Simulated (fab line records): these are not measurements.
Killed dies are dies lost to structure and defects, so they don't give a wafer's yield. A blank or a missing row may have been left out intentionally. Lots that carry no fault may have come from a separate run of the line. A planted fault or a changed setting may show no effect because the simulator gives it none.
fab line records ; flow nand-harc
record lots=15; wafers=45; last-day=24
route steps=1159 shown A_M0@1024 A_M1@1037
lots that met no fault: from a run of the same line without faults
start-h: hours from the record's first day to the start of the lot's first wafer shown ; wait-h: time in hours since the lot's previous step ; " repeats the value in the row above ; L1.1+2: a single row standing in for several wafers ; - value missing, or start not given ; * or withheld: withheld ; < > ~ a bound
route shown NAME@n: NAME is a module with steps in the file, n the number in the route of the first one ; usual: mean/standard deviation of fault-free wafers ; same: alike in all rows ; chamber/n: place in a boat ; sites: the reading at each site ; _std_site: their standard deviation ; _edge_site: the outer-site mean with the inner-site mean subtracted ; radius-mm: for every site, how far away it sits from the centre of the wafer ; mask NAME#n: copy n ; behind: the last tool/chamber to shape the wafer ; hold: reason for holding the lot/hours on hold/outcome of the hold ; device: the transistor (n, p or np) that didn't switch ; end of line: the same wafers' tests at the end of the route ; a step given without rows: its recipe and nothing more ; killed: at the first sort, the dies lost to defects and structure; wafer yield is something else ; map: dies across one wafer; x = killed, . = not, _ = none there
set.NAME: setting as actually run; set.NAME@STEP: the setting as run at that earlier step ; model.NAME: the simulator's own value behind a step, which no gauge read
the route's steps for a sample of lots (tables are steps, rows are wafers)
services: from which hour (start-h, from the record's first day; less than 0 if before it) a tool's chamber was out of use, for how many hours, and why
## steps
# step NHARC_A_M0_PRE_CLEAN_31
# recipe time-s=12; temp-c=370; rf-power-w=300; gas=NH3
# usual heater-power-w=656/66; rf-fwd-power-W=292.5/0.92
lot.wafer;tool;chamber;start-h;wait-h;heater-power-w;rf-fwd-power-W
L585.4;pecvd-02;0;394.53;0.1;755;292.4
L585.5;pecvd-02;1;394.53;0.1;679;293.0
L585.6;pecvd-02;2;394.53;0.1;579;291.9
L588.1;pecvd-02;0;402.78;0.1;672;292.1
L588.2;pecvd-02;1;402.78;0.1;638;290.0
L588.6;pecvd-02;2;402.78;0.1;554;293.4
L590.2;pecvd-02;1;407.74;0.1;703;292.0
L590.5;pecvd-02;0;407.74;0.1;748;292.6
L590.6;pecvd-02;1;407.74;0.1;702;292.3
L591.3;pecvd-01;0;445.64;0.1;616;292.2
L591.5;pecvd-01;2;445.64;0.1;734;292.4
L591.6;pecvd-01;0;445.64;0.1;581;294.0
L594.2;pecvd-01;2;452.77;0.1;734;292.5
L594.1;pecvd-01;1;452.77;0.1;601;293.7
L594.5;pecvd-01;2;452.77;0.1;728;292.3
L593.1;pecvd-02;1;453.79;0.2;639;292.5
L593.4;pecvd-02;1;453.79;0.2;662;293.6
L593.5;pecvd-02;0;453.79;0.2;778;291.6
L595.2;pecvd-03;0;463.14;0.1;707;291.5
L595.1;pecvd-03;1;463.14;0.1;538;292.2
L595.3;pecvd-03;2;463.14;0.1;727;294.9
L596.1;pecvd-02;0;463.48;0.1;732;292.4
L596.3;pecvd-02;0;463.48;0.1;732;291.7
L596.6;pecvd-02;1;463.48;0.1;624;293.2
L602.3;pecvd-03;0;499.28;0.1;676;293.9
L602.4;pecvd-03;0;499.28;0.1;665;292.1
L602.6;pecvd-03;1;499.28;0.1;504;292.5
L600.2;pecvd-01;2;505.39;0.1;640;293.6
L600.1;pecvd-01;0;505.39;0.1;701;294.1
L600.4;pecvd-01;1;505.39;0.1;585;293.6
L604.1;pecvd-01;1;510.10;0.2;545;292.4
L604.3;pecvd-01;2;510.10;0.2;741;293.7
L604.6;pecvd-01;0;510.10;0.2;659;293.0
L601.1;pecvd-03;0;512.46;0.2;624;292.6
L601.3;pecvd-03;1;512.46;0.2;622;293.6
L601.6;pecvd-03;2;512.46;0.2;650;293.1
L605.3;pecvd-03;2;523.54;0.1;678;293.2
L605.1;pecvd-03;0;523.54;0.1;668;291.7
L605.4;pecvd-03;1;523.54;0.1;576;291.7
L606.1;pecvd-03;1;524.25;0.1;562;292.2
L606.3;pecvd-03;2;524.25;0.1;669;293.0
L606.4;pecvd-03;2;524.25;0.1;672;292.3
L608.2;pecvd-01;0;546.86;0.1;703;293.3
L608.4;pecvd-01;2;546.86;0.1;727;291.6
L608.5;pecvd-01;1;546.86;0.1;622;293.3
# step NHARC_A_M1_OVL_MEAS_10
# recipe pitch-nm=240
# usual overlay-x-nm=0.2/0.92; overlay-y-nm=-0.1/0.89
lot.wafer;tool;chamber;start-h;wait-h;overlay-x-nm;overlay-y-nm
L585.4;overlay-02;-;395.90;-;1.1;-1.2
L585.5;overlay-02;-;395.90;-;1.0;-0.7
L585.6;overlay-02;-;395.90;-;0.2;-0.6
L588.1;overlay-02;-;404.06;-;0.9;-0.6
L588.2;overlay-02;-;404.06;-;0.3;-0.3
L588.6;overlay-02;-;404.06;-;0.5;0.4
L590.2;overlay-02;-;409.13;-;-0.8;0.8
L590.5;overlay-02;-;409.13;-;-0.6;0.8
L590.6;overlay-02;-;409.13;-;-1.0;0.8
L591.3;overlay-02;-;447.04;-;-1.3;1.0
L591.5;overlay-02;-;447.04;-;-1.6;1.2
L591.6;overlay-02;-;447.04;-;-1.1;1.0
L594.1;overlay-01;-;454.48;-;0.0;-0.5
L594.2;overlay-01;-;454.48;-;-0.3;-0.8
L594.5;overlay-01;-;454.48;-;0.5;-0.2
L593.1;overlay-01;-;455.19;-;0.4;-1.4
L593.4;overlay-01;-;455.19;-;0.4;-1.3
L593.5;overlay-01;-;455.19;-;0.5;-2.3
L595.1;overlay-01;-;464.53;-;1.6;1.4
L595.2;overlay-01;-;464.53;-;2.1;1.6
L595.3;overlay-01;-;464.53;-;1.7;1.8
L596.1;overlay-02;-;465.18;-;1.2;0.3
L596.3;overlay-02;-;465.18;-;1.2;0.1
L596.6;overlay-02;-;465.18;-;1.1;-0.1
L602.3;overlay-02;-;500.68;-;1.8;0.4
L602.4;overlay-02;-;500.68;-;0.8;0.5
L602.6;overlay-02;-;500.68;-;0.9;0.8
L600.1;overlay-02;-;506.93;-;0.8;-1.2
L600.2;overlay-02;-;506.93;-;0.9;-1.2
L600.4;overlay-02;-;506.93;-;0.1;-2.2
L604.1;overlay-01;-;511.51;-;0.2;-1.1
L604.3;overlay-01;-;511.51;-;-0.3;-1.2
L604.6;overlay-01;-;511.51;-;-1.1;-0.8
L601.1;overlay-01;-;513.89;-;-1.3;-0.7
L601.3;overlay-01;-;513.89;-;-1.4;-1.1
L601.6;overlay-01;-;513.89;-;-1.4;-0.5
L605.1;overlay-02;-;525.06;-;-0.9;-0.4
L605.3;overlay-02;-;525.06;-;-0.6;-0.1
L605.4;overlay-02;-;525.06;-;-0.5;0.0
L606.1;overlay-02;-;525.62;-;-0.6;-0.3
L606.3;overlay-02;-;525.62;-;-0.4;-0.6
L606.4;overlay-02;-;525.62;-;-0.4;-0.1
L608.2;overlay-02;-;548.26;-;-0.9;-0.4
L608.4;overlay-02;-;548.26;-;-0.6;-0.2
L608.5;overlay-02;-;548.26;-;-0.6;-0.2
# step NHARC_A_M1_ETCH_15
# recipe target-depth-a=1825; time-s=91.2; c4f8-flow-sccm=withheld; ar-flow-sccm=400; rf-w=600; bias-w=300; chemistry=C4F8/Ar
# usual bias-w=300.0/0.94; chamber-pressure-mTorr=25.000/0.023; oes-product-au=0.953/0.023; rf-fwd-power-W=595.8/1.9; rf-vpp-V=440.3/2.6
lot.wafer;tool;chamber;start-h;wait-h;bias-w;chamber-pressure-mTorr;oes-product-au;rf-fwd-power-W;rf-hours-counter-h;rf-vpp-V
L585.4;rie-diel-08;3;396.19;-;299.7;25.015;0.926;595.3;2;437.4
L585.5;rie-diel-08;1;396.19;-;299.8;24.960;0.916;593.1;-;437.9
L585.6;rie-diel-08;2;396.19;-;297.6;25.013;0.930;595.7;-;444.9
L588.2;rie-diel-05;1;404.42;0.1;300.0;24.994;0.956;599.4;5;443.3
L588.1;rie-diel-05;2;404.42;0.1;300.3;25.033;0.952;594.0;5;439.2
L588.6;rie-diel-05;2;404.42;0.1;299.6;25.015;0.956;593.2;-;440.3
L590.2;rie-diel-08;1;409.40;-;302.0;24.996;0.938;595.9;3;438.6
L590.5;rie-diel-08;1;409.40;-;301.2;24.986;0.935;596.9;-;439.5
L590.6;rie-diel-08;2;409.40;-;300.1;24.999;0.936;597.5;-;443.7
L591.3;rie-diel-07;3;447.32;-;299.3;24.999;0.974;598.5;2;437.3
L591.5;rie-diel-07;2;447.32;-;300.2;24.996;0.977;596.3;-;440.3
L591.6;rie-diel-07;3;447.32;-;300.3;25.015;0.958;597.7;-;437.8
L594.1;rie-diel-05;3;454.78;-;301.4;24.991;0.922;593.5;8;437.3
L594.2;rie-diel-05;1;454.78;-;298.3;25.004;0.925;594.9;10;443.5
L594.5;rie-diel-05;3;454.78;-;301.2;24.952;0.930;596.2;-;438.5
L593.1;rie-diel-07;1;455.46;-;-;-;-;-;-;-
L593.4;rie-diel-07;0;455.46;-;-;-;-;-;-;-
L593.5;rie-diel-07;2;455.46;-;-;-;-;-;-;-
L595.3;rie-diel-05;2;464.80;-;-;-;-;-;-;-
L595.2;rie-diel-05;3;464.80;-;-;-;-;-;-;-
L595.1;rie-diel-05;0;464.80;-;-;-;-;-;-;-
L596.1;rie-diel-08;1;465.51;-;-;-;-;-;-;-
L596.3;rie-diel-08;2;465.51;-;-;-;-;-;-;-
L596.6;rie-diel-08;0;465.51;-;-;-;-;-;-;-
L602.3;rie-diel-07;0;500.95;-;300.5;24.988;0.912;594.2;6;440.6
L602.4;rie-diel-07;1;500.95;-;301.2;24.957;0.929;596.0;6;439.6
L602.6;rie-diel-07;0;500.95;-;300.1;25.007;0.926;595.4;-;440.9
L600.2;rie-diel-08;1;507.20;-;299.8;24.984;0.964;594.2;0;441.4
L600.4;rie-diel-08;2;507.20;-;299.9;25.019;0.966;597.6;0;445.9
L600.1;rie-diel-08;3;507.20;-;299.8;25.003;0.988;595.5;0;437.1
L604.1;rie-diel-08;0;511.78;-;299.1;24.983;0.969;592.8;1;440.5
L604.3;rie-diel-08;3;511.78;-;300.6;24.979;0.989;598.7;1;438.8
L604.6;rie-diel-08;0;511.78;-;302.1;24.983;0.974;591.9;-;441.4
L601.3;rie-diel-08;2;514.18;-;299.1;25.003;0.934;596.6;1;443.7
L601.1;rie-diel-08;3;514.18;-;299.7;25.022;0.922;595.4;1;438.1
L601.6;rie-diel-08;0;514.18;-;301.8;25.021;0.924;598.3;-;442.0
L605.1;rie-diel-07;3;525.33;-;302.1;25.001;0.920;594.4;6;437.0
L605.4;rie-diel-07;1;525.33;-;299.2;24.979;0.928;593.4;7;441.7
L605.3;rie-diel-07;2;525.33;-;299.0;24.989;0.926;593.6;6;440.9
L606.3;rie-diel-08;0;525.89;-;300.4;24.997;0.968;596.6;1;443.0
L606.1;rie-diel-08;2;525.89;-;300.9;24.977;0.973;598.6;1;445.9
L606.4;rie-diel-08;3;525.89;-;301.1;25.000;0.976;595.9;1;437.9
L608.2;rie-diel-08;1;548.55;-;301.1;24.960;0.919;594.2;2;439.7
L608.4;rie-diel-08;2;548.55;-;300.3;25.001;0.931;597.8;1;444.4
L608.5;rie-diel-08;3;548.55;-;300.9;24.981;0.939;596.8;-;437.7
# step NHARC_A_M1_PVD_21
# recipe target-thk-a=300; chamber-pressure-pa=5; power-w=5000; substrate-temp-c=30; time-s=20.49; material=Cu
# usual throttle-valve-pct=30.1/1
lot.wafer;tool;chamber;start-h;wait-h;throttle-valve-pct
L585.4;pvd-sputter-01;-;-;-;27.5
L585.6;pvd-sputter-01;-;-;-;30.4
L585.5;pvd-sputter-01;-;-;-;31.1
L588.1;pvd-sputter-03;-;-;-;30.4
L588.2;pvd-sputter-03;-;-;-;30.7
L588.6;pvd-sputter-03;-;-;-;31.6
L590.2;pvd-sputter-02;-;-;-;28.6
L590.6;pvd-sputter-02;-;-;-;30.7
L590.5;pvd-sputter-02;-;-;-;28.8
L591.3;pvd-sputter-03;-;-;-;29.5
L591.5;pvd-sputter-03;-;-;-;29.3
L591.6;pvd-sputter-03;-;-;-;30.3
L594.1;pvd-sputter-02;-;-;-;30.4
L594.2;pvd-sputter-02;-;-;-;30.9
L594.5;pvd-sputter-02;-;-;-;31.0
L593.4;pvd-sputter-02;-;-;-;30.6
L593.1;pvd-sputter-02;-;-;-;30.4
L593.5;pvd-sputter-02;-;-;-;30.9
L595.1;pvd-sputter-01;-;-;-;31.0
L595.2;pvd-sputter-01;-;-;-;27.8
L595.3;pvd-sputter-01;-;-;-;30.4
L596.1;pvd-sputter-02;-;-;-;30.7
L596.3;pvd-sputter-02;-;-;-;29.0
L596.6;pvd-sputter-02;-;-;-;30.8
L602.4;pvd-sputter-03;-;-;-;30.4
L602.3;pvd-sputter-03;-;-;-;29.1
L602.6;pvd-sputter-03;-;-;-;30.8
L600.1;pvd-sputter-02;-;-;-;30.2
L600.2;pvd-sputter-02;-;-;-;30.4
L600.4;pvd-sputter-02;-;-;-;28.6
L604.1;pvd-sputter-01;-;-;-;30.4
L604.3;pvd-sputter-01;-;-;-;30.5
L604.6;pvd-sputter-01;-;-;-;27.6
L601.1;pvd-sputter-02;-;-;-;28.8
L601.3;pvd-sputter-02;-;-;-;30.5
L601.6;pvd-sputter-02;-;-;-;30.6
L605.4;pvd-sputter-03;-;-;-;30.8
L605.1;pvd-sputter-03;-;-;-;28.8
L605.3;pvd-sputter-03;-;-;-;31.7
L606.4;pvd-sputter-03;-;-;-;29.0
L606.1;pvd-sputter-03;-;-;-;30.3
L606.3;pvd-sputter-03;-;-;-;30.0
L608.2;pvd-sputter-01;-;-;-;31.5
L608.4;pvd-sputter-01;-;-;-;27.4
L608.5;pvd-sputter-01;-;-;-;30.4
## services
tool;chamber;start-h;hours;kind
rie-diel-08;1;380.56;2.8;repair
rie-diel-07;-;382.85;1.6;repair
rie-diel-05;3;389.62;7.1;repair
pecvd-01;-;389.82;0.6;repair
pvd-sputter-02;-;392.03;10.0;pm
rie-diel-07;-;404.39;0.3;repair
rie-diel-07;-;405.23;9.0;pm
pecvd-01;-;418.60;13.0;pm
pvd-sputter-01;-;448.04;17.1;repair
rie-diel-08;0;450.57;13.5;repair
pecvd-01;0;451.17;21.6;repair
pvd-sputter-03;-;458.07;10.0;pm
pecvd-03;2;472.87;4.5;repair
pecvd-03;-;473.05;13.0;pm
rie-diel-08;-;478.80;9.0;pm
rie-diel-07;3;479.40;4.8;repair
pecvd-01;-;479.79;0.8;repair
pecvd-02;-;502.60;68.1;repair
pvd-sputter-01;-;514.00;10.0;pm
rie-diel-08;3;518.55;6.3;repair
rie-diel-08;2;527.76;13.6;repair
pvd-sputter-01;-;533.83;4.3;repair
pecvd-01;0;537.33;4.4;repair
pvd-sputter-03;-;540.00;6.7;repair
## key
first-sign step=NHARC_A_M1_ETCH_15; reading=tool-record; direction=missing
effect none on later readings
met-at NHARC_A_M1_ETCH_15
struck-lots L593,L595,L596
later-rows-left-out L593.1,L593.4,L593.5,L595.1,L595.2,L595.3,L596.1,L596.3,L596.6
sort-left-out L593.1,L593.4,L593.5,L595.1,L595.2,L595.3,L596.1,L596.3,L596.6
not-acting-at NHARC_A_M0_PRE_CLEAN_31,NHARC_A_M1_OVL_MEAS_10,NHARC_A_M1_PVD_21
onset-between 454.78 455.46
earlier-fault kind=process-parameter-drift; tool=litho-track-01; chamber=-; onset-h=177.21; steps=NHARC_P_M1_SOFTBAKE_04; channel=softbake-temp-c; offset=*; shape=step; acts-in=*; stated=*
fault kind=skipped-step-whole; tool=rie-diel-05,rie-diel-07,rie-diel-08; chamber=-; onset-h=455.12; steps=NHARC_A_M1_ETCH_15; scope=struck-lots-only
# sort-left-out: the simulated sort isn't trusted on such a fault, so these wafers' sort isn't shown, and their yield isn't known
# later-rows-left-out: the simulator's readings of these wafers behind a module that went badly wrong aren't trusted and aren't shown, but for the sort
